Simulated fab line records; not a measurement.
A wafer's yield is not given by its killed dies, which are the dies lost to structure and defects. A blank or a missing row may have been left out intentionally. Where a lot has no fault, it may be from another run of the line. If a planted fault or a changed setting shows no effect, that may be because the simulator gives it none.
Chamber matching :: flow n5 finfet :: N5_DUMMY_GATE_ALD_02 on ald sin-01 has 4 sister chambers
The step deposits SiO2, target thk 2 nm, pulse time 1 s. 16 wafers are shown with their chamber, then 8 later ones without.

EACH WAFER AND ITS CHAMBER
wafer: L075.2
chamber: 3
heater power outer w (W): 230
heater power w (W): 447
precursor pulse height rel: 1.015

wafer: L075.4
chamber: 1
heater power outer w (W): 275
heater power w (W): 477
precursor pulse height rel: 1.006

wafer: L075.5
chamber: 3
heater power outer w (W): 234
heater power w (W): 429
precursor pulse height rel: 1.020

wafer: L082.3
chamber: 2
heater power outer w (W): 266
heater power w (W): 468
precursor pulse height rel: 0.984

wafer: L082.5
chamber: 0
heater power outer w (W): 268
heater power w (W): 499
precursor pulse height rel: 1.005

wafer: L082.6
chamber: 1
heater power outer w (W): 271
heater power w (W): 474
precursor pulse height rel: 0.993

wafer: L083.1
chamber: 2
heater power outer w (W): 271
heater power w (W): 459
precursor pulse height rel: 0.994

wafer: L083.2
chamber: 0
heater power outer w (W): 267
heater power w (W): 481
precursor pulse height rel: 0.996

wafer: L083.6
chamber: 2
heater power outer w (W): 268
heater power w (W): 450
precursor pulse height rel: 1.003

wafer: L084.1
chamber: 0
heater power outer w (W): 269
heater power w (W): 481
precursor pulse height rel: 0.998

wafer: L084.4
chamber: 1
heater power outer w (W): 273
heater power w (W): 472
precursor pulse height rel: 1.015

wafer: L084.5
chamber: 3
heater power outer w (W): 235
heater power w (W): 441
precursor pulse height rel: 0.982

wafer: L087.2
chamber: 3
heater power outer w (W): 227
heater power w (W): 440
precursor pulse height rel: 0.994

wafer: L087.3
chamber: 0
heater power outer w (W): 267
heater power w (W): 496
precursor pulse height rel: 1.005

wafer: L087.5
chamber: 3
heater power outer w (W): 229
heater power w (W): 442
precursor pulse height rel: 1.003

wafer: L092.1
chamber: 0
heater power outer w (W): 274
heater power w (W): 498
precursor pulse height rel: 0.983

SIGNATURES (averages over the wafers above)
reading: heater power outer w
chamber 0: 269.00
chamber 1: 273.00
chamber 2: 268.33
chamber 3: 231.00
scatter within a chamber: 2.9

reading: heater power w
chamber 0: 491.00
chamber 1: 474.33
chamber 2: 459.00
chamber 3: 439.80
scatter within a chamber: 7.57

reading: precursor pulse height rel
chamber 0: 0.99740
chamber 1: 1.00467
chamber 2: 0.99367
chamber 3: 1.00280
scatter within a chamber: 0.0119
Rule: a wafer lies at a distance from a chamber equal to the root of the sum of squares, over the readings, of (its reading less the chamber's mean, divided by the reading's scatter). If the next closest chamber is less than 2 further off than the closest, the wafer can't be placed; otherwise it belongs to the closest. The scatter: take each reading less its chamber's mean, square it, sum over the shown wafers, divide by the number of wafers less the number of chambers, and take the root.

WAFERS WITHOUT THEIR CHAMBER
wafer: L092.2
heater power outer w (W): 269
heater power w (W): 469
precursor pulse height rel: 0.999

wafer: L092.3
heater power outer w (W): 274
heater power w (W): 480
precursor pulse height rel: 1.020

wafer: L093.1
heater power outer w (W): 266
heater power w (W): 508
precursor pulse height rel: 0.993

wafer: L093.3
heater power outer w (W): 267
heater power w (W): 468
precursor pulse height rel: 0.996

wafer: L093.5
heater power outer w (W): 272
heater power w (W): 474
precursor pulse height rel: 1.026

wafer: L097.3
heater power outer w (W): 266
heater power w (W): 487
precursor pulse height rel: 0.998

wafer: L097.5
heater power outer w (W): 234
heater power w (W): 443
precursor pulse height rel: 1.025

wafer: L097.6
heater power outer w (W): 272
heater power w (W): 458
precursor pulse height rel: 1.021

WHICH CHAMBER EACH ONE RAN IN
wafer: L092.2
from the rows above: can't be placed: 2 or 1 or 0
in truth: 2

wafer: L092.3
from the rows above: can't be placed: 1 or 0
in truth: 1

wafer: L093.1
from the rows above: 0
in truth: 0

wafer: L093.3
from the rows above: can't be placed: 2 or 1 or 0
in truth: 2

wafer: L093.5
from the rows above: can't be placed: 1 or 0 or 2
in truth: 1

wafer: L097.3
from the rows above: can't be placed: 0 or 1
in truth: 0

wafer: L097.5
from the rows above: 3
in truth: 3

wafer: L097.6
from the rows above: can't be placed: 1 or 2
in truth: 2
Placed correctly: 2 of 8. Not placeable from these rows: 6 (in 6, the candidates include the true chamber). Wrongly placed: 0.
